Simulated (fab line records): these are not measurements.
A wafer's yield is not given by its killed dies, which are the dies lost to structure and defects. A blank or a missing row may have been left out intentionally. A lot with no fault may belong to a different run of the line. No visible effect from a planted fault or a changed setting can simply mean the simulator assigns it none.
Chamber matching | flow nand-harc | rie-diel-06 running NHARC_P_STI_ETCH_42: 4 sister chambers
The step etches the open film in N2/H2, target depth 80 nm, overetch 24 nm, time 61 s. 8 wafers are shown with their chamber, then 10 later ones without.

## WAFERS PAIRED WITH THEIR CHAMBERS
wafer  | chamber | showerhead-plenum-p-Torr (Torr) | drypump-motor-current-A (A)
L077.2 | 0       | 1.97                            | 5.2
L077.5 | 0       | 1.97                            | 5.2
L079.1 | 3       | 1.90                            | 5.5
L084.1 | 1       | 1.89                            | 5.5
L084.2 | 3       | 1.89                            | 5.5
L084.6 | 2       | 2.04                            | 5.6
L085.2 | 1       | 1.89                            | 5.4
L085.3 | 2       | 2.04                            | 5.6

## WAFERS WHOSE CHAMBER IS MISSING
wafer  | showerhead-plenum-p-Torr (Torr) | drypump-motor-current-A (A)
L085.6 | 1.89                            | 5.4
L089.2 | 1.89                            | 5.5
L089.5 | 1.97                            | 5.2
L089.6 | 1.89                            | 5.5
L092.1 | 1.97                            | 5.2
L092.2 | 1.89                            | 5.5
L092.4 | 1.89                            | 5.5
L094.1 | 1.89                            | 5.5
L094.4 | 2.04                            | 5.6
L094.5 | 1.89                            | 5.4

## WHICH CHAMBER EACH WENT THROUGH
wafer  | from the rows above     | in truth
L085.6 | can't be placed: 1 or 3 | 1
L089.2 | can't be placed: 1 or 3 | 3
L089.5 | 0                       | 0
L089.6 | can't be placed: 1 or 3 | 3
L092.1 | 0                       | 0
L092.2 | can't be placed: 1 or 3 | 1
L092.4 | can't be placed: 1 or 3 | 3
L094.1 | can't be placed: 1 or 3 | 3
L094.4 | 2                       | 2
L094.5 | can't be placed: 1 or 3 | 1
Placed correctly: 3 of 10. These rows do not allow placing 7 (true chamber among the candidates in 7). Number placed wrongly: 0.
How it was worked out, from the rows above alone: a wafer's distance from a chamber is the root of the sum, over the readings, of the square of ((its reading less the chamber's mean) divided by the reading's scatter). If the next closest chamber is less than 2 further off than the closest, the wafer can't be placed; otherwise it belongs to the closest. The mean given for a chamber averages the wafers shown for that chamber. The scatter is the square root of a quotient: the sum, over the shown wafers, of each reading's squared deviation from its chamber's mean, divided by wafers minus chambers.
